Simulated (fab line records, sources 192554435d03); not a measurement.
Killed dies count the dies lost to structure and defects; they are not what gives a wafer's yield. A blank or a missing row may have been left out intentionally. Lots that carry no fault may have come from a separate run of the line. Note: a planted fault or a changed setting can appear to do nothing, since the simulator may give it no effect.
fab line records	flow n5-finfet
record: lots: 14	wafers: 42	last-day: 18
route steps=1938 shown BEOL_M13@1685
lots that met no fault: from a run of the same line without faults
start-h: hours from the record's first day to the start of the lot's first wafer shown	wait-h: time in hours since the lot's previous step	" identical to the entry in the row above	L1.1+2: a row that stands for several wafers	- either no value or no given start	* or withheld: withheld	< > ~ a bound
route shown NAME@n: NAME is a module with steps in the file, n the number in the route of the first one	usual: mean/standard deviation of fault-free wafers	same: alike in all rows	chamber/n: place in a boat	sites: the reading at each site	_std_site: standard deviation of those values	_edge_site: mean of outer sites minus mean of inner sites	radius-mm: for every site, how far away it sits from the centre of the wafer	mask NAME#n: copy n	behind: the most recent tool/chamber to have shaped the wafer	hold: why the lot went on hold/how many hours it stayed there/how the hold came to an end	device: whichever transistor did not switch (one of n, p or np)	end of line: tests of these same wafers at the route's end	a step without rows: its recipe alone	killed: not the wafer's yield, but the dies lost to structure and defects at the first sort	map: a wafer's dies, x killed, . not, _ none there
set.NAME: setting as actually run; set.NAME@STEP: the setting as run at that earlier step	model.NAME: the simulator's own value behind a step, which no gauge read
one table for each step of the route and one row for each wafer, over a sample of lots
services: a tool's chamber out of use, with start hour (start-h, from the record's first day; less than 0 if before it), hours out, and reason
== steps ==
step: N5_BEOL_M13_EXPOSE_25
recipe: mask-id: M13	na: 0.93	source-shape: conventional	sigma-outer: 0.4	polarization: unpolarized	target-cd-nm: 210	dose-mj: 22
usual: exposure-dose-mJ-cm2: 21.976/0.024	focus-offset-nm: 0.0/0.52
lot.wafer	tool	chamber	start-h	wait-h	mask	exposure-dose-mJ-cm2	focus-offset-nm
L907.1	krf-scanner-02	0	232.80	-	M13#0	21.956	-1.0
L907.4	"	0	"	"	M13#0	21.965	0.5
L907.6	"	0	"	"	M13#0	21.967	0.1
L908.2	krf-scanner-02	0	245.63	-	M13#0	21.967	-0.2
L908.5	"	0	"	"	M13#0	21.959	-0.3
L908.6	"	0	"	"	M13#0	21.983	0.2
L909.1	krf-scanner-02	0	246.23	-	M13#0	21.963	0.5
L909.3	"	0	"	"	M13#0	21.995	-0.6
L909.5	"	0	"	"	M13#0	21.996	-0.4
L910.1	krf-scanner-02	0	264.69	-	M13#0	21.996	0.8
L910.2	"	0	"	"	M13#0	21.929	-0.4
L910.4	"	0	"	"	M13#0	21.957	0.9
L913.2	krf-scanner-01	0	283.34	-	M13#0	22.013	0.0
L913.4	"	0	"	"	M13#0	21.983	-0.7
L913.6	"	0	"	"	M13#0	22.008	-0.1
L917.1	krf-scanner-01	-	306.54	-	M13#0	-	-
L917.2	"	-	"	"	M13#0	-	-
L917.5	"	-	"	"	M13#0	-	-
L916.1	krf-scanner-02	-	311.89	-	M13#0	-	-
L916.4	"	-	"	"	M13#0	-	-
L916.5	"	-	"	"	M13#0	-	-
L920.1	krf-scanner-02	0	329.02	-	M13#0	21.985	0.3
L920.2	"	0	"	"	M13#0	21.986	0.6
L920.4	"	0	"	"	M13#0	21.971	-0.3
L923.2	krf-scanner-02	0	351.84	-	M13#0	21.941	-0.5
L923.4	"	0	"	"	M13#0	21.963	-0.6
L923.6	"	0	"	"	M13#0	21.921	-0.4
L924.2	krf-scanner-02	0	362.46	-	M13#0	21.981	1.0
L924.5	"	0	"	"	M13#0	21.997	0.5
L924.6	"	0	"	"	M13#0	21.973	-0.4
L927.2	krf-scanner-01	0	366.54	-	M13#0	21.981	-0.7
L927.3	"	0	"	"	M13#0	21.991	-0.5
L927.4	"	0	"	"	M13#0	21.950	0.6
L925.1	krf-scanner-01	0	372.48	-	M13#0	21.998	-0.5
L925.4	"	0	"	"	M13#0	21.986	0.4
L925.6	"	0	"	"	M13#0	22.003	0.2
L926.1	krf-scanner-02	0	377.04	-	M13#0	21.950	0.1
L926.3	"	0	"	"	M13#0	21.933	0.8
L926.4	"	0	"	"	M13#0	21.983	0.6
L928.1	krf-scanner-02	0	391.02	-	M13#0	21.957	0.1
L928.2	"	0	"	"	M13#0	21.961	0.5
L928.6	"	0	"	"	M13#0	21.957	-0.1
step: N5_BEOL_M13_OVL_MEAS_29
recipe: points-per-wafer: 44
usual: M13_OVL: -1/5.4
same: points-per-wafer: 44
lot.wafer	tool	chamber	start-h	wait-h	M13_OVL[nm]
L907.1	overlay-02	0	233.00	0.0	1
L907.4	"	0	"	"	-4
L907.6	"	0	"	"	-14
L908.2	overlay-02	0	245.82	0.0	2
L908.5	"	0	"	"	4
L908.6	"	0	"	"	-2
L909.1	overlay-01	0	246.44	0.0	-5
L909.3	"	0	"	"	-3
L909.5	"	0	"	"	-7
L910.1	overlay-01	0	264.90	0.0	4
L910.2	"	0	"	"	-4
L910.4	"	0	"	"	-3
L913.2	overlay-02	0	283.53	0.0	2
L913.4	"	0	"	"	1
L913.6	"	0	"	"	-6
L917.1	overlay-02	0	306.75	0.0	-
L917.2	"	0	"	"	-
L917.5	"	0	"	"	-
L916.1	overlay-01	0	312.09	0.0	-
L916.4	"	0	"	"	-
L916.5	"	0	"	"	-
L920.1	overlay-01	0	329.22	0.0	3
L920.2	"	0	"	"	5
L920.4	"	0	"	"	-3
L923.2	overlay-02	0	352.04	0.0	-3
L923.4	"	0	"	"	2
L923.6	"	0	"	"	1
L924.2	overlay-01	0	362.65	0.0	-2
L924.5	"	0	"	"	-6
L924.6	"	0	"	"	4
L927.2	overlay-02	0	366.73	0.0	-3
L927.3	"	0	"	"	6
L927.4	"	0	"	"	3
L925.1	overlay-02	0	372.68	0.0	-6
L925.4	"	0	"	"	-1
L925.6	"	0	"	"	-2
L926.1	overlay-02	0	377.24	0.0	2
L926.3	"	0	"	"	-4
L926.4	"	0	"	"	-8
L928.1	overlay-02	0	391.22	0.0	-1
L928.2	"	0	"	"	-2
L928.6	"	0	"	"	-1
step: N5_BEOL_M13_DESCUM_33
recipe: chemistry: O2	time-s: 7.9	source-power-w: 50	bias-power-w: 20	pressure-mtorr: 20	rf-frequency-hz: 2.712e+07	temp-c: 40	o2-flow-sccm: 225
usual: bias-power-w: 20.00/0.06	drypump-motor-current-A: 5.9/0.56	oes-product-au: 0.83/0.089	rf-vpp-V: 243.3/1.4	showerhead-plenum-p-Torr: 2.10/0.076	throttle-valve-pct: 20.36/0.21
lot.wafer	tool	chamber	start-h	wait-h	bias-power-w	drypump-motor-current-A	oes-product-au	rf-hours-counter-h	rf-vpp-V	showerhead-plenum-p-Torr	throttle-valve-pct
L907.1	rie-diel-04	0	233.06	0.0	19.92	5.4	0.97	4	244.8	2.13	20.53
L907.4	"	2	"	"	19.86	5.7	0.68	-	244.1	2.15	20.50
L907.6	"	0	"	"	19.98	5.4	0.96	-	244.3	2.13	20.54
L908.2	rie-diel-04	3	245.88	0.0	20.02	5.5	0.91	34	245.5	2.25	20.20
L908.5	"	3	"	"	19.94	5.5	0.90	-	244.9	2.25	20.19
L908.6	"	2	"	"	19.91	5.7	0.68	-	243.4	2.15	20.49
L909.1	rie-diel-02	2	246.50	0.0	20.05	6.7	0.80	94	243.3	2.10	20.70
L909.3	"	3	"	"	20.04	6.5	0.76	175	243.4	2.08	20.49
L909.5	"	3	"	"	20.01	6.5	0.76	-	242.1	2.08	20.50
L910.1	rie-diel-02	3	264.95	0.0	19.97	6.5	0.76	181	243.7	2.07	20.51
L910.2	"	1	"	"	20.04	6.2	0.89	24	243.8	2.04	20.25
L910.4	"	0	"	"	19.98	5.0	0.98	17	246.0	2.22	20.08
L913.2	rie-diel-04	0	283.66	0.1	20.02	5.4	0.91	21	244.0	2.13	20.55
L913.4	"	1	"	"	20.07	5.4	0.92	-	243.4	2.13	19.93
L913.6	"	0	"	"	20.04	5.4	0.91	-	243.9	2.13	20.55
L917.1	rie-diel-04	1	306.80	0.0	19.96	5.3	0.91	18	242.2	2.13	19.95
L917.2	"	3	"	"	20.01	5.5	0.87	54	245.2	2.24	20.24
L917.5	"	1	"	"	19.98	5.3	0.91	-	243.4	2.12	19.95
L916.1	rie-diel-05	0	312.15	0.0	20.05	5.4	0.69	247	244.3	2.14	20.39
L916.4	"	3	"	"	19.94	6.3	0.76	137	242.5	2.01	20.38
L916.5	"	2	"	"	19.97	6.5	0.86	-	240.9	2.05	20.48
L920.1	rie-diel-05	1	329.39	0.1	19.92	5.6	0.73	181	241.1	2.01	20.41
L920.2	"	2	"	"	19.97	6.5	0.84	79	242.2	2.05	20.50
L920.4	"	1	"	"	19.95	5.6	0.73	-	240.9	2.01	20.40
L923.2	rie-diel-05	1	352.10	0.0	19.99	5.6	0.72	190	242.4	2.00	20.40
L923.4	"	2	"	"	20.09	6.5	0.83	-	242.6	2.04	20.52
L923.6	"	1	"	"	20.03	5.6	0.72	-	242.9	2.00	20.40
L924.2	rie-diel-02	1	363.30	0.6	20.07	6.2	0.84	53	241.8	2.03	20.33
L924.5	"	3	"	"	19.91	6.5	0.72	-	243.2	2.06	20.54
L924.6	"	0	"	"	19.97	5.0	0.92	-	245.5	2.21	20.13
L927.2	rie-diel-02	1	366.79	0.0	20.06	6.2	0.84	55	243.1	2.03	20.31
L927.3	"	0	"	"	20.01	5.1	0.92	44	246.0	2.21	20.13
L927.4	"	2	"	"	20.02	6.8	0.78	130	243.9	2.09	20.73
L925.1	rie-diel-05	0	372.74	0.0	19.93	5.4	0.95	10	242.6	2.13	20.02
L925.4	"	2	"	"	20.02	6.5	0.82	-	242.1	2.04	20.53
L925.6	"	0	"	"	19.92	5.4	0.93	-	243.7	2.13	20.00
L926.1	rie-diel-02	1	377.30	0.0	19.95	6.2	0.84	58	242.4	2.03	20.33
L926.3	"	3	"	"	20.06	6.5	0.72	215	243.0	2.06	20.54
L926.4	"	2	"	"	19.99	6.7	0.77	133	242.8	2.09	20.75
L928.1	rie-diel-02	0	391.28	0.0	19.90	5.0	0.90	52	245.7	2.20	20.16
L928.2	"	2	"	"	19.95	6.7	0.77	138	243.3	2.09	20.75
L928.6	"	0	"	"	20.00	5.1	0.90	-	244.4	2.20	20.13
step: N5_BEOL_M13_ETCH_38
recipe: chemistry: CF4/N2	target: SiCN	target-depth-a: 675	taper-deg: 2	time-s: 71.9	ion-energy-ev: 150	mask-material: SiO2	pressure-mtorr: 40	source-w: 430	bias-w: 70	Ar_flow_sccm: 100	cf4-flow-sccm: 60	n2-flow-sccm: 60
usual: drypump-motor-current-A: 5.9/0.55	oes-product-au: 0.81/0.084	rf-vpp-V: 382.3/1.9	showerhead-plenum-p-Torr: 2.21/0.066	throttle-valve-pct: 15.40/0.23
lot.wafer	tool	chamber	start-h	wait-h	drypump-motor-current-A	oes-product-au	rf-hours-counter-h	rf-vpp-V	showerhead-plenum-p-Torr	throttle-valve-pct
L907.1	rie-diel-05	3	235.09	-	6.3	0.78	115	380.4	2.12	15.36
L907.4	"	0	"	"	5.4	0.71	225	383.4	2.26	15.43
L907.6	"	2	"	"	6.5	0.88	-	381.3	2.17	15.39
L908.2	rie-diel-04	1	247.96	-	5.4	0.95	2	383.1	2.26	14.99
L908.5	"	0	"	"	5.4	0.93	-	383.3	2.25	15.46
L908.6	"	3	"	"	5.5	0.89	-	384.9	2.34	14.99
L909.1	rie-diel-05	2	252.72	-	6.5	0.86	56	380.7	2.16	15.42
L909.3	"	1	"	"	5.6	0.75	159	381.2	2.12	15.38
L909.5	"	2	"	"	6.5	0.86	-	380.2	2.16	15.41
L910.1	rie-diel-02	2	266.23	-	6.7	0.78	100	382.8	2.22	15.74
L910.2	"	1	"	"	6.2	0.86	25	382.5	2.17	15.34
L910.4	"	0	"	"	5.0	0.99	18	386.4	2.33	15.08
L913.2	rie-diel-05	0	284.67	-	5.4	0.70	239	384.6	2.26	15.47
L913.4	"	3	"	"	6.3	0.77	129	380.2	2.12	15.38
L913.6	"	1	"	"	5.6	0.75	-	379.3	2.12	15.40
L917.1	rie-diel-05	2	308.58	-	6.5	0.85	71	380.9	2.16	15.43
L917.2	"	1	"	"	5.6	0.74	174	380.1	2.12	15.39
L917.5	"	1	"	"	5.6	0.74	-	380.1	2.12	15.40
L916.1	rie-diel-02	3	315.23	-	6.4	0.72	195	380.2	2.19	15.64
L916.4	"	0	"	"	5.0	0.94	31	386.2	2.32	15.10
L916.5	"	2	"	"	6.7	0.77	-	383.3	2.22	15.78
L920.1	rie-diel-02	3	332.46	-	6.4	0.72	202	380.2	2.19	15.66
L920.2	"	1	"	"	6.2	0.82	45	380.8	2.16	15.36
L920.4	"	2	"	"	6.7	0.76	121	382.3	2.22	15.77
L923.2	rie-diel-05	1	353.25	-	5.6	0.73	191	378.9	2.11	15.46
L923.4	"	0	"	"	5.4	0.97	-	381.6	2.25	15.00
L923.6	"	1	"	"	5.6	0.73	-	380.6	2.11	15.45
L924.2	rie-diel-02	3	364.14	-	6.5	0.71	210	382.1	2.19	15.68
L924.5	"	1	"	"	6.1	0.82	-	380.9	2.16	15.40
L924.6	"	2	"	"	6.8	0.76	-	384.7	2.21	15.80
L927.2	rie-diel-04	2	371.16	-	5.7	0.94	22	383.7	2.25	15.08
L927.3	"	3	"	"	5.5	0.84	73	384.1	2.32	15.07
L927.4	"	0	"	"	5.4	0.86	46	382.7	2.24	15.52
L925.1	rie-diel-04	0	375.64	-	5.4	0.85	47	383.3	2.24	15.52
L925.4	"	1	"	"	5.3	0.87	36	384.5	2.25	15.07
L925.6	"	1	"	"	5.4	0.87	-	383.2	2.25	15.07
L926.1	rie-diel-04	0	378.77	-	5.4	0.86	48	384.5	2.23	15.53
L926.3	"	1	"	"	5.3	0.86	38	382.6	2.25	15.06
L926.4	"	3	"	"	5.5	0.84	75	384.6	2.32	15.07
L928.1	rie-diel-02	1	393.08	-	6.2	0.80	64	381.7	2.16	15.40
L928.2	"	2	"	"	6.7	0.75	138	381.8	2.21	15.82
L928.6	"	2	"	"	6.7	0.75	-	382.6	2.21	15.81
== services ==
tool	chamber	start-h	hours	kind
krf-scanner-02	0	219.98	-	calibration
rie-diel-04	1	220.95	-	clean
rie-diel-04	1	220.95	-	consumable-replace:focus-ring
rie-diel-04	1	220.95	21.6	scheduled-down
rie-diel-04	1	220.95	21.6	vent-cycle
krf-scanner-01	-	223.78	1.0	pm
krf-scanner-01	-	231.21	3.6	pm
krf-scanner-02	-	235.68	0.4	repair
krf-scanner-01	-	245.96	0.8	pm
krf-scanner-01	-	250.13	0.3	repair
krf-scanner-02	-	257.50	1.3	repair
krf-scanner-01	-	259.77	4.0	pm
krf-scanner-02	-	264.73	1.3	pm
krf-scanner-02	-	267.65	1.0	pm
krf-scanner-01	-	281.39	1.2	repair
krf-scanner-01	-	307.99	1.3	pm
rie-diel-02	0	324.30	6.3	repair
rie-diel-05	0	324.47	-	clean
rie-diel-05	0	324.47	-	consumable-replace:focus-ring
rie-diel-05	0	324.47	21.5	scheduled-down
rie-diel-05	0	324.47	21.5	vent-cycle
krf-scanner-02	-	347.03	0.8	pm
krf-scanner-02	-	379.43	3.6	pm
krf-scanner-01	-	392.78	1.0	pm
== key ==
first-sign: step: N5_BEOL_M13_EXPOSE_25	reading: tool-record	direction: missing
effect none on later readings
met-at N5_BEOL_M13_EXPOSE_25
struck-lots L916,L917
later-rows-left-out L916.1,L916.4,L916.5,L917.1,L917.2,L917.5
sort-left-out L916.1,L916.4,L916.5,L917.1,L917.2,L917.5
not-acting-at N5_BEOL_M13_OVL_MEAS_29,N5_BEOL_M13_DESCUM_33,N5_BEOL_M13_ETCH_38
onset-between 283.34 306.54
fault: kind: skipped-step-whole	tool: krf-scanner-01,krf-scanner-02	chamber: -	onset-h: 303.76	steps: N5_BEOL_M13_EXPOSE_25	scope: struck-lots-only
sort-left-out: the simulated sort isn't trusted on such a fault, so these wafers' sort isn't shown, and their yield isn't known
later-rows-left-out: the simulator's readings of these wafers behind a module that went badly wrong aren't trusted and aren't shown, but for the sort
